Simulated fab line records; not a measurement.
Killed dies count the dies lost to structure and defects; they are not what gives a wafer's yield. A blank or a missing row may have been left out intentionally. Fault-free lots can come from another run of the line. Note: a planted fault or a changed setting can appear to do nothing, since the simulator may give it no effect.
8D (eight disciplines) problem report, filled in by code :: flow nand_harc :: the parts of the form that need people (team, actions taken, sign-off) are left out

1. THE PROBLEM
Wafers with no fault read 749.4 s with a standard deviation of 0.47, whereas run_length_s at NHARC_A_CONTACT_ETCH_31 reads a mean of 586.3 s on 1 wafer of 1 lot. So: -99 or more standard deviations from the usual mean.
The step: etches the open film in O2/COS, target depth 2800 nm, time 728 s.
The first sign was on wafer L209.4 at day 31 03:29, on rie_diel-01. At this step, 39 wafers from 13 lots have a number in the record. Rule for "out", or "out of limits": more than 4 standard deviations from the usual mean. All remaining wafers that have a number are taken as sound.

2. WHAT IT IS AND WHAT IT IS NOT
question: which readings at this step
is: run_length_s
is not: drypump_motor_current_A, oes_product_au, rf_vpp_V, showerhead_plenum_p_Torr, throttle_valve_pct

question: which lots
is: L209
is not: L188, L189, L190, L191, L192, L193, L194, L196, L197, L199, L200, L202

question: which wafers of those lots
is: L209.4
is not: L209.1, L209.2

question: read on which tools
is: rie_diel-01
is not: rie_diel-05, rie_diel-07

question: when
is: from day 31 03:29
is not: up to then (38 sound wafers)

3. SUSPECTS, AND WHAT RULES EACH OUT
Counting: any tool at a process step up to the reading remains a suspect provided it ran every lot that is out. Sound lots after the first of them don't rule it out here, since some wafers of a struck lot are sound.
- rie_diel-01 at NHARC_A_CONTACT_DESCUM_13 (chemistry O2, time 3 s): kept. It processed L209, the lot that is out, at day 31 02:40, and its most recent sound lot before then was L197 at day 26 14:25.
- rie_diel-01 at NHARC_A_CONTACT_ETCH_31 (etches the open film in O2/COS, target depth 2800 nm, time 728 s): kept. It processed L209, the lot that is out, at day 31 03:29, and its most recent sound lot before then was L197 at day 26 15:02. Out on those wafers are its own readings of run_length_s.
- Within rie_diel-01 at NHARC_A_CONTACT_DESCUM_13: the wafers that are out ran in chamber 0; their sound lot-mates ran in chambers 2, 3.
- Within rie_diel-01 at NHARC_A_CONTACT_ETCH_31: the wafers that are out ran in chamber 0; their sound lot-mates ran in chambers 2, 3.
Remaining after the count are rie_diel-01 at NHARC_A_CONTACT_DESCUM_13 and rie_diel-01 at NHARC_A_CONTACT_ETCH_31.

4. THE CAUSE (what the simulator had put in)
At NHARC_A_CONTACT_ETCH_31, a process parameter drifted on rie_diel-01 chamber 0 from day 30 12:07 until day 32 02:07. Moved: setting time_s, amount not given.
After counting, 2 suspects remain, this tool included.

5. THE CHAIN OF EFFECTS, in route order
Each row: a reading where the mean over the struck wafers with a number is more than 3 standard deviations away from the usual. Only readings whose record carries a usual standard deviation are examined. hours: median over the lots of the time between each lot's start at the first step of this table that gives one and its start at this step. sigmas: the change, counted in usual standard deviations.
hours: 0
step: NHARC_A_CONTACT_ETCH_31
reading: run_length_s
usual: 749.4 s
on struck wafers: 586.3
change: -163.1
sigmas: -99 or more
Its process steps:
- NHARC_A_CONTACT_ETCH_31: etches the open film in O2/COS, target depth 2800 nm, time 728 s.

6. WHAT WOULD HAVE CAUGHT IT SOONER
In this record no reading fell out of limits until day 31 03:29, 15 hours after the fault had begun at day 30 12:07.
